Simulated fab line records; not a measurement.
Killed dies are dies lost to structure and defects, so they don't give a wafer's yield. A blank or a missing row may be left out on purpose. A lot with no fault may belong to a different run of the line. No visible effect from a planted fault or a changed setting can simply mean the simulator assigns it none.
fab line records | flow nand-harc | part 1 of 2: steps 1 to 20 of 28
record: lots: 5 wafers: 15 last-day: 34
route steps=1302 shown A_STAIRCASE@831
lots with no fault: from the same line, run without faults
start-h: the number of hours between the record's first day and the start of the first shown wafer of the lot | wait-h: time in hours since the lot's previous step | " same as the row above | L1.1+2: several wafers, shown together as one row | - no value present, or no start provided | * or withheld: withheld | < > ~ a bound
route shown NAME@n: a module of which the file shows steps, and the number in the route of the first | usual: mean/standard deviation taken from wafers without a fault | same: alike in all rows | chamber/n: place in a boat | sites: readings site by site | _std_site: standard deviation of those values | _edge_site: inner sites' mean taken away from outer sites' mean | radius-mm: for every site, how far away it sits from the centre of the wafer | mask NAME#n: copy n | behind: tool/chamber where the wafer was last shaped | hold: what put the lot on hold/how long, in hours/how the hold closed | device: the n, p or np transistor that did not switch | end of line: the tests these same wafers got at the end of their route | a step with no rows: only its recipe | killed: dies that structure and defects cost at the first sort, which is not the same as the wafer's yield | map: a wafer's dies, marking killed ones x, the rest . and places with no die _
set.NAME: setting as actually run; set.NAME@STEP: the setting as run at that earlier step | model.NAME: the simulator's own value behind a step, which no gauge read
certain route steps with their lots: each step a table, each wafer a row
services: a tool's chamber out of use, with start hour (start-h, from the record's first day; less than 0 if before it), hours out, and reason
== steps ==
step: NHARC_A_STAIRCASE_ETCH_313
recipe: cf4-flow-sccm: 100 chf3-flow-sccm: 30 ar-flow-sccm: 0 rf-w: 500 bias-w: 200 chemistry: CF4/CHF3
usual: cf4-flow-sccm: 99.96/0.29 drypump-motor-current-A: 5.7/0.35 oes-product-au: 0.928/0.019 rf-vpp-V: 370.6/2.7 showerhead-plenum-p-Torr: 1.57/0.072 throttle-valve-pct: 16.803/0.009
columns lot.wafer tool chamber start-h wait-h cf4-flow-sccm drypump-motor-current-A oes-product-au rf-hours-counter-h rf-vpp-V showerhead-plenum-p-Torr throttle-valve-pct
L074.4 rie-diel-09 3 391.73 0.1 99.99 5.4 0.929 23 369.5 1.54 16.801
L074.2 " 1 " " 100.20 5.9 0.926 19 368.7 1.52 16.802
L074.5 " 2 " " 100.02 6.2 0.913 - 373.5 1.63 16.805
L076.4 rie-diel-04 1 409.33 0.1 99.87 5.4 0.917 11 370.2 1.55 16.809
L076.1 " 2 " " 100.24 5.6 0.900 11 366.7 1.47 16.809
L076.6 " 2 " " 100.61 5.6 0.905 - 368.1 1.47 16.795
L083.2 rie-diel-13 1 473.03 0.1 99.61 5.8 0.946 44 367.1 1.48 16.784
L083.6 " 1 " " 100.07 5.8 0.935 - 366.7 1.48 16.811
L083.5 " 2 " " 100.05 5.2 0.932 - 370.8 1.62 16.800
L090.1 rie-diel-04 1 548.33 0.1 99.65 5.4 0.944 1 367.9 1.54 16.798
L090.5 " 2 " " 100.06 5.6 0.943 - 374.9 1.70 16.799
L090.6 " 3 " " 99.87 6.2 0.964 - 367.7 1.49 16.802
L097.1 rie-diel-09 2 619.07 0.1 100.22 6.2 0.906 36 371.1 1.61 16.792
L097.3 " 3 " " 99.80 5.3 0.947 37 369.3 1.52 16.816
L097.5 " 1 " " 99.83 5.9 0.914 - 368.1 1.51 16.815
step: NHARC_A_STAIRCASE_HM_OPEN_463
recipe: o2-flow-sccm: 400 cos-flow-sccm: 20 ar-flow-sccm: 0 rf-w: 500 bias-w: 300 chemistry: O2/COS
usual: drypump-motor-current-A: 5.7/0.34 oes-product-au: 0.998/0.015 rf-vpp-V: 467/3.1 showerhead-plenum-p-Torr: 3.12/0.14 throttle-valve-pct: 28.330/0.0095
columns lot.wafer tool chamber start-h wait-h drypump-motor-current-A oes-product-au rf-hours-counter-h rf-vpp-V showerhead-plenum-p-Torr throttle-valve-pct
L074.4 rie-diel-09 1 - - 5.9 1.013 19 466 3.02 28.317
L074.2 " 0 " " 6.1 0.994 27 471 3.33 28.318
L074.5 " 2 " " 6.2 1.016 - 469 3.23 28.331
L076.4 rie-diel-04 1 - - 5.4 0.988 11 466 3.08 28.333
L076.1 " 0 " " 5.7 1.034 11 471 3.30 28.334
L076.6 " 1 " " 5.4 0.994 - 467 3.08 28.339
L083.2 rie-diel-13 1 - - 5.9 1.014 44 463 2.94 28.324
L083.5 " 3 " " 5.2 0.975 - 471 3.30 28.340
L083.6 " 0 " " 5.6 1.002 - 466 3.11 28.322
L090.1 rie-diel-04 3 - - 6.2 1.013 2 462 2.95 28.322
L090.6 " 2 " " 5.6 0.995 - 472 3.37 28.328
L090.5 " 3 " " 6.2 1.012 - 465 2.95 28.337
L097.1 rie-diel-09 1 - - 5.9 0.988 33 465 2.99 28.332
L097.3 " 3 " " 5.4 1.030 37 466 3.01 28.332
L097.5 " 2 " " 6.2 0.986 - 470 3.19 28.311
step: NHARC_A_STAIRCASE_STRIP_464
recipe: o2-flow-sccm: 400 cos-flow-sccm: 20 ar-flow-sccm: 0 bias-w: 0 chemistry: O2/COS
columns lot.wafer tool chamber start-h wait-h
L074.2+4+5 rie-diel-09 3,0,2 - -
L076.1+4+6 rie-diel-04 3,1,3 - -
L083.2+6+5 rie-diel-13 3,0,1 - -
L090.1+6+5 rie-diel-04 1,2,3 - -
L097.3+1+5 rie-diel-09 0,1,2 - -
step: NHARC_A_STAIRCASE_ETCH_453
recipe: target-depth-a: 300 overetch-a: 30 time-s: 16.5 ion-energy-ev: 100 cf4-flow-sccm: 80 o2-flow-sccm: 20 ar-flow-sccm: 0 rf-w: 300 bias-w: 100 chemistry: CF4/O2
usual: cf4-flow-sccm: 80.00/0.24 drypump-motor-current-A: 5.7/0.34 oes_ar_750_au: 1.000/0.0043 oes_f_703_au: 1.000/0.0047 oes_o_777_au: 1.000/0.0044 oes-product-au: 0.998/0.016 rf-vpp-V: 197.7/1.4 showerhead-plenum-p-Torr: 1.34/0.062 throttle-valve-pct: 13.398/0.009
columns lot.wafer tool chamber start-h wait-h cf4-flow-sccm drypump-motor-current-A oes_ar_750_au oes_f_703_au oes_o_777_au oes-product-au rf-hours-counter-h rf-vpp-V showerhead-plenum-p-Torr throttle-valve-pct
L074.2 rie-diel-09 1 - - 79.95 5.9 0.997 1.002 1.001 1.006 19 196.6 1.29 13.393
L074.4 " 0 " " 79.98 6.0 1.002 0.998 1.001 0.987 27 199.4 1.43 13.406
L074.5 " 1 " " 79.97 5.9 1.009 0.989 0.997 1.003 - 198.0 1.29 13.380
L076.1 rie-diel-04 1 - - 80.20 5.4 0.999 1.006 1.002 0.999 11 196.6 1.32 13.411
L076.4 " 2 " " 80.36 5.6 0.996 1.008 0.999 0.989 12 194.4 1.24 13.402
L076.6 " 1 " " 79.98 5.4 0.999 1.006 1.000 1.003 - 196.6 1.32 13.393
L083.2 rie-diel-13 3 - - 80.51 5.2 1.002 0.988 0.994 0.975 43 198.2 1.41 13.400
L083.6 " 2 " " 79.59 5.2 1.000 1.009 1.001 1.004 - 199.2 1.38 13.403
L083.5 " 3 " " 80.17 5.2 0.991 1.005 0.998 0.984 - 198.9 1.41 13.403
L090.1 rie-diel-04 0 - - 80.15 5.7 1.007 1.008 1.001 1.031 2 199.8 1.40 13.402
L090.6 " 1 " " 80.36 5.4 1.007 1.004 1.002 0.971 - 196.5 1.31 13.385
L090.5 " 2 " " 80.18 5.6 1.000 1.006 0.997 0.995 - 199.7 1.45 13.403
L097.3 rie-diel-09 3 - - 79.80 5.3 0.999 1.005 1.002 1.030 37 198.8 1.29 13.403
L097.1 " 0 " " 79.94 6.0 0.997 1.004 0.997 0.978 34 199.6 1.41 13.395
L097.5 " 2 " " 79.95 6.2 0.991 0.998 1.007 0.977 - 197.4 1.37 13.406
step: NHARC_A_STAIRCASE_ETCH_315
recipe: target-depth-a: 25000 time-s: 607.1 ion-energy-ev: 800 c4f8-flow-sccm: 80 o2-flow-sccm: 60 ar-flow-sccm: withheld rf-w: 600 bias-w: 3000 chemistry: C4F8/O2/Ar
usual: oes-product-au: 0.930/0.014 rf-vpp-V: 1827/12
columns lot.wafer tool chamber start-h wait-h oes-product-au rf-hours-counter-h rf-vpp-V
L074.2 rie-diel-09 2 - - 0.929 21 1836
L074.4 " 1 " " 0.940 19 1818
L074.5 " 3 " " 0.931 - 1821
L076.1 rie-diel-04 2 - - 0.911 12 1810
L076.4 " 1 " " 0.923 11 1823
L076.6 " 2 " " 0.915 - 1809
L083.2 rie-diel-13 0 - - 0.932 45 1827
L083.5 " 2 " " 0.927 - 1835
L083.6 " 3 " " 0.912 - 1841
L090.1 rie-diel-04 2 - - 0.935 2 1847
L090.5 " 1 " " 0.934 - 1821
L090.6 " 2 " " 0.934 - 1848
L097.1 rie-diel-09 0 - - 0.919 34 1841
L097.3 " 1 " " 0.930 33 1816
L097.5 " 3 " " 0.949 - 1818
step: NHARC_A_STAIRCASE_STRIP_316
recipe: o2-flow-sccm: 500 ar-flow-sccm: 0 bias-w: 0 chemistry: O2
usual: drypump-motor-current-A: 5.7/0.35 oes-product-au: 0.998/0.016 rf-vpp-V: 57.7/0.87 showerhead-plenum-p-Torr: 3.54/0.16 throttle-valve-pct: 17.038/0.0085
columns lot.wafer tool chamber start-h wait-h drypump-motor-current-A oes-product-au rf-hours-counter-h rf-vpp-V showerhead-plenum-p-Torr throttle-valve-pct
L074.4 rie-diel-09 1 - - 5.9 1.001 19 57.7 3.41 17.038
L074.2 " 0 " " 6.0 0.986 28 58.2 3.76 17.033
L074.5 " 1 " " 5.9 1.004 - 56.6 3.41 17.042
L076.4 rie-diel-04 0 - - 5.7 1.025 11 56.9 3.73 17.030
L076.1 " 3 " " 6.2 0.999 11 58.2 3.37 17.035
L076.6 " 1 " " 5.4 0.994 - 57.2 3.48 17.047
L083.2 rie-diel-13 2 - - 5.2 1.008 39 57.6 3.64 17.039
L083.6 " 2 " " 5.2 1.004 - 58.5 3.64 17.036
L083.5 " 3 " " 5.2 0.978 - 58.6 3.72 17.043
L090.1 rie-diel-04 0 - - 5.7 1.045 2 58.7 3.71 17.064
L090.5 " 0 " " 5.7 1.025 - 58.0 3.70 17.034
L090.6 " 1 " " 5.4 0.982 - 58.0 3.46 17.035
L097.1 rie-diel-09 0 - - 6.1 0.980 34 57.9 3.73 17.033
L097.3 " 2 " " 6.2 0.976 36 57.8 3.61 17.036
L097.5 " 0 " " 6.1 0.983 - 57.7 3.73 17.038
step: NHARC_A_STAIRCASE_STRIP_317
recipe: time-s: 900 temp-c: 130 chemistry: SPM
columns lot.wafer tool chamber start-h wait-h
L074.2+4+5 wet-bench-01 4,6,7 393.01 -
L076.4+1+6 wet-bench-01 1,2,3 410.61 -
L083.6+2+5 wet-bench-01 4,5,6 474.38 -
L090.5+1+6 wet-bench-01 6,7,0 549.61 -
L097.1+3+5 wet-bench-09 7,1,3 620.30 -
step: NHARC_A_STAIRCASE_PRECLEAN_318
recipe: time-s: * temp-c: 50 bath-age-min: 0 chemistry: SC1
columns lot.wafer tool chamber start-h wait-h
L074.2+4+5 wet-bench-01 4,6,7 - -
L076.4+1+6 wet-bench-01 1,2,3 - -
L083.6+2+5 wet-bench-01 4,5,6 - -
L090.5+1+6 wet-bench-01 6,7,0 - -
L097.1+3+5 wet-bench-09 7,1,3 - -
step: NHARC_A_STAIRCASE_SRD_329
columns lot.wafer tool chamber start-h wait-h
L074.2+4+5 wet-bench-01 4,6,7 - -
L076.4+1+6 wet-bench-01 1,2,3 - -
L083.6+2+5 wet-bench-01 4,5,6 - -
L090.5+1+6 wet-bench-01 6,7,0 - -
L097.1+3+5 wet-bench-09 7,1,3 - -
step: NHARC_A_STAIRCASE_ALD_415
recipe: target-thk-a: 300 pulse-time-s: 6 ald-cycles: 300 temp-c: 300 material: SiO2
usual: heater-power-outer-w: 250/19 heater-power-w: 447/36 precursor-pulse-height-rel: 0.999/0.018
columns lot.wafer tool chamber start-h wait-h heater-power-outer-w heater-power-w precursor-pulse-height-rel
L074.2 ald-hk-02 3 393.87 0.3 271 475 0.988
L074.4 " 1 " " 250 453 0.998
L074.5 " 0 396.17 2.6 233 429 0.993
L076.4 ald-hk-01 3 411.11 0.1 226 391 1.000
L076.1 " 2 " " 242 424 0.972
L076.6 " 0 " " 229 385 1.006
L083.2 ald-hk-01 1 475.58 0.7 289 473 1.002
L083.5 " 2 " " 247 427 0.983
L083.6 " 3 " " 226 390 1.009
L090.1 ald-hk-04 0 550.87 0.8 230 420 0.985
L090.6 " 1 " " 247 459 0.998
L090.5 " 2 " " 253 452 1.006
L097.1 ald-hk-02 3 621.05 0.3 265 488 0.976
L097.3 " 0 " " 248 438 1.020
L097.5 " 2 " " 260 484 1.004
step: NHARC_A_STAIRCASE_ETCHBACK_416
recipe: target-depth-a: 360 time-s: 7.2 c4f8-flow-sccm: withheld o2-flow-sccm: 8 ar-flow-sccm: withheld rf-w: 600 bias-w: 800 chemistry: C4F8/O2/Ar
usual: oes-product-au: 0.932/0.026 rf-vpp-V: 724/4.8
columns lot.wafer tool chamber start-h wait-h oes-product-au rf-hours-counter-h rf-vpp-V
L074.2 rie-diel-13 1 397.39 3.1 0.940 19 718
L074.5 " 0 " " 0.930 - 724
L074.4 " 1 " " 0.941 - 716
L076.4 rie-diel-13 2 - - 0.942 15 728
L076.1 " 0 " " 0.944 24 723
L076.6 " 2 " " 0.935 - 728
L083.2 rie-diel-13 3 - - 0.917 45 731
L083.5 " 2 " " 0.934 - 726
L083.6 " 3 " " 0.911 - 728
L090.1 rie-diel-04 3 - - 0.925 4 717
L090.6 " 3 " " 0.943 - 718
L090.5 " 0 " " 0.954 - 729
L097.1 rie-diel-09 1 - - 0.908 33 720
L097.3 " 2 " " 0.907 36 725
L097.5 " 0 " " 0.918 - 729
step: NHARC_A_STAIRCASE_STRIP_476
recipe: time-s: 20 o2-flow-sccm: 500 ar-flow-sccm: 0 bias-w: 0 chemistry: O2
usual: drypump-motor-current-A: 5.7/0.33 oes-product-au: 1.000/0.016 rf-vpp-V: 57.8/0.99 showerhead-plenum-p-Torr: 3.53/0.16 throttle-valve-pct: 17.036/0.0081
columns lot.wafer tool chamber start-h wait-h drypump-motor-current-A oes-product-au rf-hours-counter-h rf-vpp-V showerhead-plenum-p-Torr throttle-valve-pct
L074.2 rie-diel-13 3 397.48 0.1 5.2 0.979 18 56.5 3.74 17.027
L074.5 " 1 " " 5.9 1.011 - 57.0 3.34 17.043
L074.4 " 0 " " 5.6 1.002 - 55.9 3.52 17.041
L076.4 rie-diel-13 3 413.41 0.2 5.2 0.979 22 59.4 3.73 17.045
L076.1 " 0 " " 5.6 1.005 24 58.4 3.52 17.031
L076.6 " 2 " " 5.2 1.010 - 58.1 3.65 17.027
L083.2 rie-diel-13 1 477.05 0.1 5.8 1.012 46 57.8 3.32 17.032
L083.6 " 1 " " 5.8 1.017 - 58.3 3.32 17.031
L083.5 " 2 " " 5.2 0.998 - 57.3 3.64 17.021
L090.1 rie-diel-04 1 552.37 0.1 5.4 0.967 3 56.6 3.46 17.033
L090.6 " 0 " " 5.7 1.031 - 59.3 3.70 17.032
L090.5 " 1 " " 5.4 0.960 - 58.7 3.46 17.033
L097.1 rie-diel-09 2 623.01 0.1 6.3 0.983 36 57.7 3.61 17.025
L097.3 " 0 " " 6.0 0.980 34 57.6 3.73 17.033
L097.5 " 0 " " 6.0 0.975 - 57.4 3.73 17.031
step: NHARC_A_STAIRCASE_DEP_417
recipe: target-thk-a: 600 step-coverage-pct: 20 temp-c: 400 target-thk-nm: 60 flow-sccm: 200 rf-w: 450 material: Si3N4
usual: heater-power-outer-w: 419/80 heater-power-w: 700/130 showerhead-vpp-V: 1282/110
columns lot.wafer tool chamber start-h wait-h heater-power-outer-w heater-power-w showerhead-vpp-V
L074.2 pecvd-03 1 397.62 - 457 779 1128
L074.5 " 1 " " 457 770 1127
L074.4 " 0 " " 241 435 1450
L076.1 pecvd-03 0 413.50 - 263 459 1410
L076.4 " 0 " " 254 446 1420
L076.6 " 2 " " 485 780 1384
L083.2 pecvd-03 1 477.24 - 453 744 1136
L083.6 " 2 " " 411 677 1401
L083.5 " 1 " " 450 769 1136
L090.1 pecvd-04 0 552.51 - 447 741 1267
L090.6 " 2 " " 475 707 1234
L090.5 " 0 " " 350 583 1270
L097.1 pecvd-03 2 623.11 - 365 618 1402
L097.3 " 1 " " 427 728 1121
L097.5 " 0 " " 246 439 1418
step: NHARC_A_STAIRCASE_WET_418
recipe: temp-c: 160 target-depth-a: 200 chemistry: H3PO4
columns lot.wafer tool chamber start-h wait-h
L074.2+4+5 wet-h3po4-02 1 399.62 -
L076.1+4+6 wet-h3po4-02 0 415.50 -
L083.2+5+6 wet-h3po4-02 0 479.14 -
L090.1+5+6 wet-h3po4-02 1 557.53 -
L097.1+3+5 wet-h3po4-02 0 625.10 -
step: NHARC_A_STAIRCASE_PRECLEAN_419
recipe: time-s: * temp-c: 50 bath-age-min: 0 chemistry: SC1
columns lot.wafer tool chamber start-h wait-h
L074.4+2+5 wet-bench-09 4,7,0 400.20 0.0
L076.4+1+6 wet-bench-06 0,3,5 416.06 0.0
L083.6+2+5 wet-bench-01 4,5,6 479.73 0.0
L090.6+1+5 wet-bench-09 2,3,4 558.12 0.0
L097.1+3+5 wet-bench-09 6,7,1 625.67 0.0
step: NHARC_A_STAIRCASE_SRD_421
columns lot.wafer tool chamber start-h wait-h
L074.4+2+5 wet-bench-09 4,7,0 - -
L076.4+1+6 wet-bench-06 0,3,5 - -
L083.6+2+5 wet-bench-01 4,5,6 - -
L090.6+1+5 wet-bench-09 2,3,4 - -
L097.1+3+5 wet-bench-09 6,7,1 625.74 0.1
step: NHARC_A_STAIRCASE_ALD_420
recipe: target-thk-a: 200 pulse-time-s: 6 ald-cycles: 200 temp-c: 300 material: SiO2
usual: heater-power-outer-w: 250/20 heater-power-w: 446/35 precursor-pulse-height-rel: 1.003/0.021
columns lot.wafer tool chamber start-h wait-h heater-power-outer-w heater-power-w precursor-pulse-height-rel
L074.4 ald-hk-01 3 400.34 - 222 392 1.041
L074.2 " 0 " " 230 400 1.034
L074.5 " 0 " " 229 400 0.996
L076.4 ald-hk-01 2 416.21 - 246 425 1.021
L076.1 " 1 " " 276 467 0.951
L076.6 " 3 " " 230 391 0.980
L083.2 ald-hk-04 3 480.02 - 288 483 0.988
L083.5 " 2 " " 253 444 1.041
L083.6 " 3 " " 292 479 1.009
L090.1 ald-hk-02 3 558.24 - 271 485 1.017
L090.5 " 3 " " 259 491 0.980
L090.6 " 0 " " 241 439 1.011
L097.3 ald-hk-04 1 625.86 0.1 259 483 1.010
L097.1 " 3 " " 277 464 1.010
L097.5 " 1 " " 255 506 1.037
step: NHARC_A_STAIRCASE_CVD_552
recipe: target-thk-a: 400 temp-c: 700 pressure-mtorr: 300 material: SiNx
usual: spike-tc-bottom-C: 718.4/1.5 spike-tc-lower-C: 700.8/1.1 zone-power-bottom-pct: 15.8/1.5 zone-power-lower-pct: 11.0/0.99 zone-power-top-pct: 21.2/1.9
columns lot.wafer tool chamber start-h wait-h spike-tc-bottom-C spike-tc-lower-C zone-power-bottom-pct zone-power-lower-pct zone-power-top-pct
L074.2 lpcvd-01 0 - - 717.9 703.0 13.7 10.9 23.5
L074.4 " 0 " " 718.1 701.8 13.8 11.1 23.8
L074.5 " 0 " " 715.8 702.0 13.9 11.1 23.8
L076.1 lpcvd-01 1 - - 718.4 700.5 15.3 11.7 19.1
L076.4 " 1 " " 718.3 701.0 15.4 11.8 19.3
L076.6 " 1 " " 717.4 700.4 15.6 11.6 19.7
L083.2 lpcvd-02 0 - - 716.2 702.2 17.9 9.5 23.2
L083.5 " 0 " " 717.1 701.1 17.7 9.6 23.5
L083.6 " 0 " " 718.3 702.2 17.7 9.5 23.1
L090.1 lpcvd-02 1 - - 718.7 702.5 18.3 9.5 21.3
L090.5 " 1 " " 721.2 701.8 18.1 9.3 20.7
L090.6 " 1 " " 720.3 701.1 18.1 9.5 20.9
L097.1 lpcvd-01 1 - - 719.3 700.2 15.7 12.0 19.5
L097.3 " 1 " " 718.7 700.5 15.4 11.9 19.8
L097.5 " 1 " " 718.2 700.7 15.4 11.7 19.3
step: NHARC_A_STAIRCASE_DEP_151
recipe: target-thk-a: 72000 temp-c: 400 target-thk-nm: 7200 teos-flow-sccm: 200 rf-w: 500 material: SiO2
usual: heater-power-outer-w: 366/79 heater-power-w: 627/120
columns lot.wafer tool chamber start-h wait-h heater-power-outer-w heater-power-w
L074.2 pecvd-03 2 411.83 0.6 360 622
L074.4 " 1 " " 378 681
L074.5 " 2 " " 361 615
L076.1 pecvd-01 1 425.47 0.5 405 753
L076.6 " 1 " " 393 725
L076.4 " 2 " " 339 631
L083.2 pecvd-01 2 485.89 0.5 345 645
L083.5 " 1 " " 405 760
L083.6 " 0 " " 358 646
L090.1 pecvd-01 0 566.52 0.5 412 701
L090.6 " 2 " " 365 666
L090.5 " 1 " " 464 805
L097.1 pecvd-03 0 633.98 0.4 245 433
L097.3 " 1 " " 447 733
L097.5 " 2 " " 324 557
step: NHARC_A_STAIRCASE_ANNEAL_320
recipe: temp-c: 750 time-s: 1800
usual: spike-tc-bottom-C: 770.2/1 spike-tc-lower-C: 750.7/1.1 zone-power-bottom-pct: 18.6/0.7 zone-power-lower-pct: 13.7/0.83 zone-power-top-pct: 25.9/1.4
columns lot.wafer tool chamber start-h wait-h spike-tc-bottom-C spike-tc-lower-C zone-power-bottom-pct zone-power-lower-pct zone-power-top-pct
L074.2 furnace-04 0 415.76 - 769.5 752.0 17.9 14.6 25.2
L074.4 " 0 " " 769.4 751.5 18.0 14.5 24.9
L074.5 " 0 " " 771.6 752.6 18.0 14.7 25.2
L076.1 furnace-06 0 432.47 - 769.1 748.6 19.2 13.4 25.1
L076.4 " 0 " " 770.1 749.0 18.6 13.6 24.6
L076.6 " 0 " " 769.2 750.5 18.7 13.5 24.7
L083.2 furnace-04 0 492.04 - 771.6 750.4 17.9 14.9 25.0
L083.5 " 0 " " 770.4 751.9 18.0 14.5 25.6
L083.6 " 0 " " 770.1 751.0 17.5 14.5 25.1
L090.1 furnace-04 0 570.37 - 770.5 751.2 17.8 14.6 25.1
L090.5 " 0 " " 771.7 750.7 17.9 14.6 24.6
L090.6 " 0 " " 771.2 751.6 17.8 14.4 25.4
L097.1 furnace-04 0 639.05 - 772.6 750.5 17.9 14.5 25.0
L097.3 " 0 " " 769.8 751.9 17.8 14.6 25.5
L097.5 " 0 " " 770.0 749.5 17.8 14.6 24.6
